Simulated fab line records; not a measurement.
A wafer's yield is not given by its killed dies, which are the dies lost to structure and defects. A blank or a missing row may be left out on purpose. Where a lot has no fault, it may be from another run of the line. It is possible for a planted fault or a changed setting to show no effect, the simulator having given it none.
Split-lot study | flow n5 finfet | 21 wafers read from 7 lots, route of 1938 steps

ON THE SPLIT
At N5_BEOL_M15_PEB_26 (peb time 90 s), the setting peb temp c was moved away from the recipe's 130 C on 7 of the 21 wafers read, by -2.6% to +2.4%. For the rest of the wafers, this setting stayed at what the recipe calls for.

FROM THE SPLIT TO THE READING: what the file shows between them, 2 steps
- N5_BEOL_M15_DEVELOP_27: develop time 45 s
- N5_BEOL_M15_HARDBAKE_32: time 120 s

THE READING
Shown in nm: cd nm at N5_BEOL_M15_CD_MEAS_28, with target cd 407.6 nm. Fault-free wafers of this fab line usually give 407.4 nm, standard deviation 1.7 nm.

wafer  | tool, chamber at the split | peb temp c as run, C | against the recipe | cd nm, nm | against lot-mates on the recipe
L078.2 | litho track-03, 0          | 131.8                | +1.4%              | 413.3     | +5.9
L078.3 | litho track-03, 0          | 130                  | recipe             | 407.9     | -
L078.4 | litho track-03, 0          | 130                  | recipe             | 406.8     | -
L079.3 | litho track-01, 0          | 126.9                | -2.4%              | 392.1     | -13.5
L079.4 | litho track-01, 0          | 130                  | recipe             | 405.6     | -
L079.6 | litho track-01, 0          | 126.9                | -2.4%              | 391.9     | -13.7
L085.2 | litho track-01, 0          | 133.1                | +2.4%              | 419.4     | +8.7
L085.3 | litho track-01, 0          | 130                  | recipe             | 410.7     | -
L085.6 | litho track-01, 0          | 133.1                | +2.4%              | 421.9     | +11.2
L089.1 | litho track-04, 0          | 130                  | recipe             | 405.1     | -
L089.3 | litho track-04, 0          | 130                  | recipe             | 406.7     | -
L089.5 | litho track-04, 0          | 130                  | recipe             | 407.2     | -
L090.3 | litho track-04, 0          | 130                  | recipe             | 406.0     | -
L090.5 | litho track-04, 0          | 130                  | recipe             | 408.1     | -
L090.6 | litho track-04, 0          | 130                  | recipe             | 406.0     | -
L088.2 | litho track-01, 0          | 126.6                | -2.6%              | 388.0     | -19.0
L088.3 | litho track-01, 0          | 130                  | recipe             | 407.0     | -
L088.5 | litho track-01, 0          | 126.6                | -2.6%              | 387.8     | -19.2
L093.2 | litho track-04, 0          | 130                  | recipe             | 404.6     | -
L093.3 | litho track-04, 0          | 130                  | recipe             | 406.7     | -
L093.5 | litho track-04, 0          | 130                  | recipe             | 405.7     | -

FIT RESULTS
A straight line over all 21 wafers: cd nm changes by +6.33 nm for each +1% of peb temp c; r = +0.98; the points scatter about the line by 1.6 nm.
The same after taking each lot's own level away (the mean of its wafers on the recipe; 21 wafers): +5.66 nm for each +1%; r = +0.98; scatter 1.8 nm.
According to that fit, moving peb temp c by its largest amount changes the reading by 15 nm.
Measured against the standard deviation above, the lots' own levels, which go from 405.60 to 410.70 nm, span 3.0 times it.
Hence the slope depends on the lot-to-lot level, as the two fits are not the same.
Check: -14.8 nm against its lot-mates is what the line predicts for one of the wafers moved furthest among these (-2.6%) when that wafer is left out of the fit. It came out at -19 nm against them.

OTHER SPLITS APPLIED TO THESE WAFERS
Before the reading, these wafers also passed through other splits. Each is held against what the fit with the lots' levels taken away leaves over:
other split on the same wafers        | wafers away from the commonest value | r with cd nm (lot level and that fit taken away)
N5_BEOL_M12_TRENCH_ETCH_34 time s     | 5                                    | -0.50
N5_BEOL_M14_PEB_26 peb temp c         | 7                                    | +0.01
N5_BEOL_M14_DEVELOP_27 develop time s | 7                                    | +0.69
N5_BEOL_M15_COAT_22 spin rpm          | 5                                    | +0.44

THE WHOLE CHAIN: every reading that the file lists as answering this split, in the file's order
step                       | what it does                                                  | reading                                                         | change (the file's fit)              | r (the file's)
N5_BEOL_M15_CD_MEAS_28     | target cd 407.6 nm                                            | cd nm                                                           | +5.68 nm for each +1% of the setting | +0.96
N5_BEOL_M15_DESCUM_33      | chemistry O2, time 7.9 s                                      | BEOL_M15.cd nm (the simulator's own value, which no gauge read) | +5.65 nm for each +1% of the setting | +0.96
N5_BEOL_M15_TRENCH_ETCH_34 | etches SiO2 in C4F8/O2/Ar, target depth 872.93 nm, time 199 s | BEOL_M15.cd nm (the simulator's own value, which no gauge read) | +5.61 nm for each +1% of the setting | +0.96

THE FILE'S OWN FIT
cd nm changes by +5.68 nm for each +1% of peb temp c, r = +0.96.
